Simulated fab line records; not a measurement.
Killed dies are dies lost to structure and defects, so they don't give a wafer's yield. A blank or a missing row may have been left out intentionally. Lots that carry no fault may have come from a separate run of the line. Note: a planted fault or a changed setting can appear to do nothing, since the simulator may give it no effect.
fab line records | flow nandHarc
[record] lots = 12 wafers = 36 lastDay = 33
route steps=1302 shown A_STAIRCASE@719 END@1302
lots with no fault: from the same line, run without faults
startH: hours from the record's first day to the start of the lot's first wafer shown | waitH: hours elapsed since this lot's preceding step | " identical to the entry in the row above | L1.1+2: one row covering several wafers at once | - value missing, or start not given | * or withheld: withheld | < > ~ a bound
route shown NAME@n: NAME is a module with steps in the file, n the number in the route of the first one | usual: mean and standard deviation over wafers with no fault | same: alike in all rows | chamber/n: place in a boat | sites: the reading at each site | _std_site: their standard deviation | _edge_site: mean of outer sites minus mean of inner sites | radiusMm: for every site, how far away it sits from the centre of the wafer | mask NAME#n: copy n | behind: the tool/chamber that last shaped the wafer | hold: what put the lot on hold/how long, in hours/how the hold closed | device: names the non-switching transistor (n, p or np) | end of line: tests run on the same wafers once the route is complete | a step without rows: its recipe alone | killed: the dies lost at the first sort to structure and to defects; this is not the yield of the wafer | map: dies across one wafer; x = killed, . = not, _ = none there
set.NAME: the setting the step ran with; set.NAME@STEP: the setting that earlier step ran with | model.NAME: the simulator's own value behind a step, which no gauge read
one table for each step of the route and one row for each wafer, over a sample of lots
services: from which hour (startH, from the record's first day; less than 0 if before it) a tool's chamber was out of use, for how many hours, and why
[[steps]]
[step NHARC_A_STAIRCASE_STRIP_205]
[recipe] powerW = 1500 tempC = 250 chemistry = O2
[usual] drypumpMotorCurrentA = 5.7/0.53 heaterPowerW = 341/29
// columns lot.wafer tool chamber startH waitH drypumpMotorCurrentA heaterPowerW rfHoursCounterH
L935.1 plasmaAsher-02 1 356.72 0.1 5.1 360 20
L935.3 " 1 " " 5.1 348 -
L935.5 " 0 " " 5.6 301 -
L937.1 plasmaAsher-02 0 379.69 0.1 5.6 299 24
L937.4 " 1 " " 5.1 368 -
L937.3 " 0 " " 5.6 295 -
L943.2 plasmaAsher-02 0 446.03 0.1 5.6 309 3
L943.3 " 1 " " 5.1 363 -
L943.6 " 1 " " 5.1 364 -
L944.4 plasmaAsher-02 1 459.36 0.2 5.1 369 -
L944.3 " 0 " " 5.6 301 -
L944.5 " 1 " " 5.1 361 -
L945.1 plasmaAsher-01 1 460.33 0.1 6.5 373 23
L945.2 " 0 " " 5.8 333 23
L945.4 " 0 " " 5.8 339 -
L949.1 plasmaAsher-02 1 499.45 0.1 5.1 363 13
L949.2 " 0 " " 5.6 303 13
L949.3 " 0 " " 5.6 302 -
L951.2 plasmaAsher-01 0 518.55 0.1 5.8 328 34
L951.1 " 1 " " 6.6 377 34
L951.5 " 1 " " 6.6 372 -
L950.1 plasmaAsher-02 1 520.41 0.1 5.1 365 18
L950.4 " 1 " " 5.1 368 -
L950.6 " 0 " " 5.6 306 -
L952.2 plasmaAsher-01 0 544.50 0.1 5.8 336 3
L952.6 " 0 " " 5.8 334 -
L952.5 " 1 " " 6.6 368 -
L953.1 plasmaAsher-02 1 546.43 0.1 5.1 361 25
L953.3 " 0 " " 5.6 298 -
L953.6 " 0 " " 5.6 300 -
L954.4 plasmaAsher-01 1 562.45 0.2 6.6 370 -
L954.3 " 0 " " 5.8 333 -
L954.5 " 0 " " 5.8 332 -
L957.4 plasmaAsher-01 0 583.76 0.2 5.8 328 -
L957.3 " 1 " " 6.6 364 -
L957.6 " 0 " " 5.8 338 -
[step NHARC_A_STAIRCASE_ETCH_221]
[recipe] targetDepthA = 1000 timeS = 40.5 ionEnergyEv = 400 c4f8FlowSccm = 20 o2FlowSccm = 10 arFlowSccm = withheld rfW = 600 biasW = 1000 chemistry = C4F8/O2
[usual] biasW = 1000.0/2.8 chamberPressureMTorr = 25.000/0.022 oesProductAu = 0.944/0.014 rfVppV = 898/4.8
// columns lot.wafer tool chamber startH waitH biasW chamberPressureMTorr oesProductAu rfHoursCounterH rfVppV
L935.1 rieDiel-01 1 - - 1001.8 24.981 0.931 52 902
L935.3 " 3 " " 997.9 24.945 0.945 51 898
L935.5 " 2 " " 1003.7 24.953 0.940 - 893
L937.1 rieDiel-01 2 - - 1001.4 24.951 0.947 57 894
L937.3 " 3 " " 997.6 24.992 0.963 58 897
L937.4 " 0 " " 994.0 25.007 0.947 51 904
L943.2 rieDiel-01 2 - - 998.4 24.988 0.948 17 893
L943.3 " 3 " " 996.6 24.969 0.953 18 898
L943.6 " 1 " " 999.5 25.009 0.954 - 898
L944.3 rieDiel-01 0 - - 996.2 24.979 0.945 23 902
L944.4 " 1 " " 1002.5 25.008 0.961 21 899
L944.5 " 1 " " 1002.2 25.000 0.952 - 898
L945.4 rieDiel-01 2 - - 1005.7 25.012 0.935 23 894
L945.1 " 0 " " 996.1 25.029 0.942 23 903
L945.2 " 1 " " 997.9 24.986 0.932 22 898
L949.3 rieDiel-01 1 - - 999.2 24.978 0.939 32 899
L949.2 " 2 " " 1000.8 24.995 0.956 34 892
L949.1 " 3 " " 1001.7 24.997 0.962 36 900
L951.1 rieDiel-01 1 - - 998.3 24.999 0.948 39 898
L951.2 " 0 " " 999.6 24.974 0.958 41 904
L951.5 " 1 " " 998.2 25.004 0.944 - 899
L950.4 rieDiel-01 3 - - 998.9 24.993 0.939 43 897
L950.1 " 2 " " 997.3 25.007 0.945 41 892
L950.6 " 0 " " 1002.0 24.988 0.956 - 902
L952.2 rieDiel-13 1 - - 1000.8 25.014 0.919 7 907
L952.5 " 1 " " 1003.5 25.001 0.915 - 905
L952.6 " 2 " " 1000.6 25.029 0.917 - 890
L953.1 rieDiel-01 0 - - 998.7 25.024 0.972 51 903
L953.3 " 2 " " 994.2 24.957 0.943 54 894
L953.6 " 0 " " 998.6 25.011 0.972 - 903
L954.4 rieDiel-13 0 - - 1002.6 25.021 0.954 12 903
L954.3 " 2 " " 999.5 24.975 0.915 16 889
L954.5 " 0 " " 1001.7 24.975 0.953 - 901
L957.3 rieDiel-01 3 - - 1002.3 25.035 0.952 5 897
L957.4 " 0 " " 1004.7 25.003 0.936 5 901
L957.6 " 0 " " 1004.6 24.986 0.942 - 902
[step NHARC_A_STAIRCASE_TRIM_224]
[recipe] timeS = 211.2 o2FlowSccm = 500 arFlowSccm = 0 biasW = 0 chemistry = O2
[usual] drypumpMotorCurrentA = 5.8/0.5 oesProductAu = 1.003/0.011 rfVppV = 58.0/0.93 showerheadPlenumPTorr = 3.59/0.13 throttleValvePct = 17.036/0.0086
// columns lot.wafer tool chamber startH waitH drypumpMotorCurrentA oesProductAu rfHoursCounterH rfVppV showerheadPlenumPTorr throttleValvePct
L935.3 rieDiel-01 1 - - 5.7 1.008 52 59.0 3.62 17.037
L935.1 " 0 " " 5.1 1.003 44 59.0 3.75 17.039
L935.5 " 1 " " 5.7 0.996 - 57.2 3.62 17.034
L937.4 rieDiel-01 1 - - 5.7 0.998 60 57.0 3.62 17.038
L937.1 " 3 " " 5.3 0.997 58 57.8 3.58 17.041
L937.3 " 0 " " 5.1 1.000 51 57.7 3.74 17.022
L943.2 rieDiel-01 1 - - 5.7 1.000 15 57.2 3.61 17.021
L943.3 " 3 " " 5.3 1.006 19 58.1 3.57 17.042
L943.6 " 2 " " 6.6 0.990 - 57.0 3.45 17.040
L944.3 rieDiel-01 2 - - 6.6 0.994 23 57.3 3.45 17.029
L944.4 " 3 " " 5.4 1.002 24 57.5 3.57 17.036
L944.5 " 2 " " 6.6 0.995 - 57.9 3.45 17.045
L945.4 rieDiel-01 1 - - 5.7 1.008 22 58.1 3.61 17.045
L945.2 " 3 " " 5.4 0.998 25 58.2 3.57 17.046
L945.1 " 0 " " 5.1 1.015 24 57.4 3.73 17.033
L949.1 rieDiel-01 1 - - 5.7 1.002 32 57.6 3.60 17.052
L949.2 " 3 " " 5.3 1.016 37 59.4 3.56 17.037
L949.3 " 0 " " 5.1 1.026 34 59.7 3.72 17.039
L951.2 rieDiel-01 1 - - 5.7 1.002 40 58.6 3.60 17.036
L951.1 " 3 " " 5.3 1.017 43 59.0 3.56 17.024
L951.5 " 2 " " 6.5 0.995 - 57.3 3.44 17.044
L950.4 rieDiel-01 2 - - 6.5 0.995 41 59.0 3.44 17.041
L950.1 " 1 " " 5.7 0.998 40 57.8 3.60 17.030
L950.6 " 2 " " 6.5 1.002 - 58.0 3.44 17.053
L952.2 rieDiel-13 1 - - 6.5 0.982 7 58.1 3.77 17.043
L952.5 " 1 " " 6.5 0.998 - 58.2 3.77 17.038
L952.6 " 2 " " 5.4 0.990 - 57.6 3.37 17.020
L953.1 rieDiel-01 1 - - 5.7 0.987 52 57.1 3.59 17.023
L953.3 " 3 " " 5.3 1.011 55 56.9 3.55 17.041
L953.6 " 0 " " 5.1 1.013 - 57.1 3.71 17.021
L954.3 rieDiel-13 0 - - 5.9 0.998 14 58.9 3.70 17.017
L954.4 " 1 " " 6.5 0.989 15 58.4 3.77 17.037
L954.5 " 0 " " 6.0 1.005 - 58.3 3.70 17.045
L957.3 rieDiel-01 3 - - 5.3 1.000 6 57.3 3.55 17.038
L957.4 " 0 " " 5.1 0.985 5 60.3 3.71 17.043
L957.6 " 1 " " 5.7 0.991 - 58.4 3.59 17.045
[step NHARC_A_STAIRCASE_ETCH_225]
[recipe] targetDepthA = 1000 timeS = 40.5 ionEnergyEv = 400 c4f8FlowSccm = 20 o2FlowSccm = 10 arFlowSccm = withheld rfW = 600 biasW = 1000 chemistry = C4F8/O2
[usual] biasW = 999.9/3 chamberPressureMTorr = 25.003/0.023 oesProductAu = 0.945/0.011 rfVppV = 898/4.9
// columns lot.wafer tool chamber startH waitH biasW chamberPressureMTorr oesProductAu rfHoursCounterH rfVppV
L935.1 rieDiel-01 0 359.57 - 999.4 25.019 0.945 44 904
L935.3 " 1 " " 998.6 24.959 0.951 52 899
L935.5 " 2 " " 997.7 25.009 0.946 - 893
L937.4 rieDiel-01 1 381.74 - 1000.8 25.036 0.941 60 899
L937.3 " 3 " " 1000.1 25.002 0.948 58 898
L937.1 " 0 " " 994.8 24.984 0.956 51 904
L943.3 rieDiel-01 0 448.13 - - - - - -
L943.2 " 2 " " - - - - -
L943.6 " 1 " " - - - - -
L944.3 rieDiel-01 1 461.50 - - - - - -
L944.4 " 2 " " - - - - -
L944.5 " 3 " " - - - - -
L945.4 rieDiel-01 3 462.72 - - - - - -
L945.1 " 0 " " - - - - -
L945.2 " 1 " " - - - - -
L949.1 rieDiel-01 2 501.66 - 998.2 24.966 0.934 34 894
L949.2 " 3 " " 1000.7 25.033 0.963 37 897
L949.3 " 1 " " 1001.8 25.004 0.942 32 897
L951.2 rieDiel-01 0 520.88 - 996.4 25.031 0.958 41 901
L951.1 " 3 " " 1003.0 25.061 0.966 43 898
L951.5 " 0 " " 993.7 24.962 0.957 - 904
L950.1 rieDiel-01 2 522.51 - 1001.1 25.022 0.941 41 893
L950.4 " 3 " " 1002.4 24.985 0.955 43 898
L950.6 " 1 " " 999.8 24.991 0.945 - 899
L952.2 rieDiel-13 1 546.88 - 1002.3 25.008 0.937 7 905
L952.5 " 1 " " 1003.5 25.059 0.938 - 905
L952.6 " 2 " " 1000.6 24.991 0.932 - 889
L953.3 rieDiel-01 3 548.49 - 999.9 25.015 0.960 55 896
L953.1 " 1 " " 999.2 25.003 0.955 52 897
L953.6 " 0 " " 1001.7 25.008 0.947 - 903
L954.3 rieDiel-13 0 567.60 - 999.4 24.990 0.941 14 902
L954.4 " 1 " " 1003.1 25.031 0.941 15 905
L954.5 " 1 " " 999.2 25.021 0.932 - 904
L957.4 rieDiel-01 0 585.77 - 1006.0 25.022 0.943 5 903
L957.3 " 1 " " 998.5 25.006 0.939 7 899
L957.6 " 3 " " 996.0 25.033 0.947 - 897
[step NHARC_END_SORT_01]
[recipe] tempC = 25
[usual] killedAtArray = 56/20 killedAtOther = 0.9/1.1 killedAtPeriphery = 3.7/3 killedDies = 61/21 killedOpen = 2.9/1.6 killedShort = 2.6/1.4
[same] grossDies = 677
// columns lot.wafer tool chamber startH waitH killedAtArray killedAtOther killedAtPeriphery killedDies killedOpen killedShort
L943.2 prober-01 0 640.87 2.8 676 0 1 677 5 6
L943.3 prober-01 0 641.67 3.1 674 0 3 677 2 1
L943.6 prober-01 0 644.06 4.0 674 1 2 677 3 5
L944.3 prober-01 0 663.45 3.1 669 1 7 677 6 4
L944.4 prober-01 0 664.24 3.4 665 4 8 677 4 3
L944.5 prober-01 0 665.03 3.7 670 3 4 677 2 3
L945.1 prober-02 0 668.87 2.5 670 2 5 677 0 2
L945.2 prober-02 0 669.67 2.8 674 1 2 677 1 1
L945.4 prober-02 0 671.27 3.4 673 1 3 677 5 4
// killed by level:class
L943.2 A_STAIRCASE:areaEtch=630 A_CONTACT:chamberFilmFlake=14 A_CHANNEL_HOLE_D2:chamberFilmFlake=10 A_CHANNEL_HOLE_D1:chamberFilmFlake=7 A_WL_FILL:geometricParticle:short=3 A_WL_FILL:geometricParticle:open=2 A_CONTACT:geometricParticle:open=2 A_SGD_CUT:chamberFilmFlake=2
L943.3 A_STAIRCASE:areaEtch=636 A_CHANNEL_HOLE_D2:chamberFilmFlake=12 A_CONTACT:chamberFilmFlake=12 A_CHANNEL_HOLE_D1:chamberFilmFlake=4 A_WL_FILL:chamberFilmFlake=3 P_ZERO_WELL:chamberFilmFlake=2 A_SLIT:chamberFilmFlake=2 A_CHANNEL_FILL_D1:geometricParticle:open=1
L943.6 A_STAIRCASE:areaEtch=639 A_CHANNEL_HOLE_D2:chamberFilmFlake=11 A_CONTACT:chamberFilmFlake=8 A_CHANNEL_FILL_D1:chamberFilmFlake=3 A_WL_FILL:geometricParticle:short=2 A_M0:geometricParticle:open=2 A_CHANNEL_HOLE_D1:chamberFilmFlake=2 A_STAIRCASE:chamberFilmFlake=2
L944.3 A_STAIRCASE:areaEtch=627 A_CHANNEL_HOLE_D2:chamberFilmFlake=19 A_CHANNEL_HOLE_D1:chamberFilmFlake=7 P_M0:chamberFilmFlake=4 A_STAIRCASE:chamberFilmFlake=4 A_CONTACT:chamberFilmFlake=4 P_CONTACT:geometricParticle:open=1 P_CONTACT:geometricParticle:short=1
L944.4 A_STAIRCASE:areaEtch=623 A_CHANNEL_HOLE_D2:chamberFilmFlake=21 A_ZERO_WELL:chamberFilmFlake=6 A_CHANNEL_HOLE_D1:chamberFilmFlake=5 P_GATE:chamberFilmFlake=3 P_M0:chamberFilmFlake=3 A_CONTACT:chamberFilmFlake=3 THIN_TSV:chamberFilmFlake=3
L944.5 A_STAIRCASE:areaEtch=634 A_CHANNEL_HOLE_D2:chamberFilmFlake=14 A_CHANNEL_HOLE_D1:chamberFilmFlake=7 A_CONTACT:chamberFilmFlake=4 P_M0:chamberFilmFlake=3 A_STAIRCASE:chamberFilmFlake=3 THIN_TSV:chamberFilmFlake=3 A_WL_FILL:chamberFilmFlake=2
L945.1 A_STAIRCASE:areaEtch=581 A_SLIT:chamberFilmFlake=33 A_CHANNEL_HOLE_D1:chamberFilmFlake=30 A_CHANNEL_HOLE_D2:chamberFilmFlake=14 A_CONTACT:chamberFilmFlake=4 P_GATE:chamberFilmFlake=3 A_STAIRCASE:chamberFilmFlake=3 P_STI:chamberFilmFlake=2
L945.2 A_STAIRCASE:areaEtch=597 A_SLIT:chamberFilmFlake=25 A_CHANNEL_HOLE_D1:chamberFilmFlake=23 A_CHANNEL_HOLE_D2:chamberFilmFlake=16 A_CONTACT:chamberFilmFlake=5 A_STAIRCASE:chamberFilmFlake=3 P_GATE:chamberFilmFlake=2 A_SGD_CUT:geometricParticle:open=1
L945.4 A_STAIRCASE:areaEtch=613 A_CHANNEL_HOLE_D1:chamberFilmFlake=21 A_SLIT:chamberFilmFlake=18 A_CHANNEL_HOLE_D2:chamberFilmFlake=6 A_CONTACT:chamberFilmFlake=3 A_BONDPAD:chamberFilmFlake=3 A_ONON_D1:geometricParticle:short=2 A_STAIRCASE:chamberFilmFlake=2
[[services]]
// columns tool chamber startH hours kind
rieDiel-01 0 337.49 - clean
rieDiel-01 1 337.49 - clean
rieDiel-01 2 337.49 - clean
rieDiel-01 3 337.49 - clean
rieDiel-13 - 342.00 9.0 pm
plasmaAsher-01 - 342.24 9.0 pm
rieDiel-01 0 343.32 14.5 repair
rieDiel-01 0 362.01 - clean
rieDiel-01 1 362.01 - clean
rieDiel-01 2 362.01 - clean
rieDiel-01 3 362.01 - clean
rieDiel-01 - 382.24 9.0 pm
rieDiel-01 0 382.24 9.0 ventCycle
rieDiel-01 1 382.24 9.0 ventCycle
rieDiel-01 2 382.24 9.0 ventCycle
rieDiel-01 3 382.24 9.0 ventCycle
rieDiel-01 0 391.24 - clean
rieDiel-01 1 391.24 - clean
rieDiel-01 2 391.24 - clean
rieDiel-01 3 391.24 - clean
plasmaAsher-02 - 426.29 9.0 pm
plasmaAsher-01 - 519.24 9.0 pm
rieDiel-13 3 543.83 9.8 repair
rieDiel-01 - 559.24 9.0 pm
[[key]]
[firstSign] step = NHARC_A_STAIRCASE_ETCH_225 reading = toolRecord direction = missing
[effect] step = NHARC_END_SORT_01 reading = killedAtArray direction = up sigmas = 30 usual = 56 struck = 672
[moreKillsBornAt] NHARC_A_STAIRCASE_ETCH_225@rieDiel-01 = 5583
metAt NHARC_A_STAIRCASE_ETCH_225
struckLots L943,L944,L945
laterRowsLeftOut L943.2,L943.3,L943.6,L944.3,L944.4,L944.5,L945.1,L945.2,L945.4
testerLeftOut L943,L944,L945
notActingAt NHARC_A_STAIRCASE_STRIP_205,NHARC_A_STAIRCASE_ETCH_221,NHARC_A_STAIRCASE_TRIM_224
onsetBetween 381.74 448.13
[fault] kind = skippedStepWhole tool = rieDiel-01 chamber = - onsetH = 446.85 steps = NHARC_A_STAIRCASE_ETCH_225 scope = struckLotsOnly
// testerLeftOut: of these lots the tester's yield and bins aren't shown, on N5 and GAA mostly nor the transistor test; their killed dies are dies lost to structure and defects alone, not to doping, threshold or leakage, so they don't give the yield
// laterRowsLeftOut: the simulator's readings of these wafers behind a module that went badly wrong aren't trusted and aren't shown, but for the sort
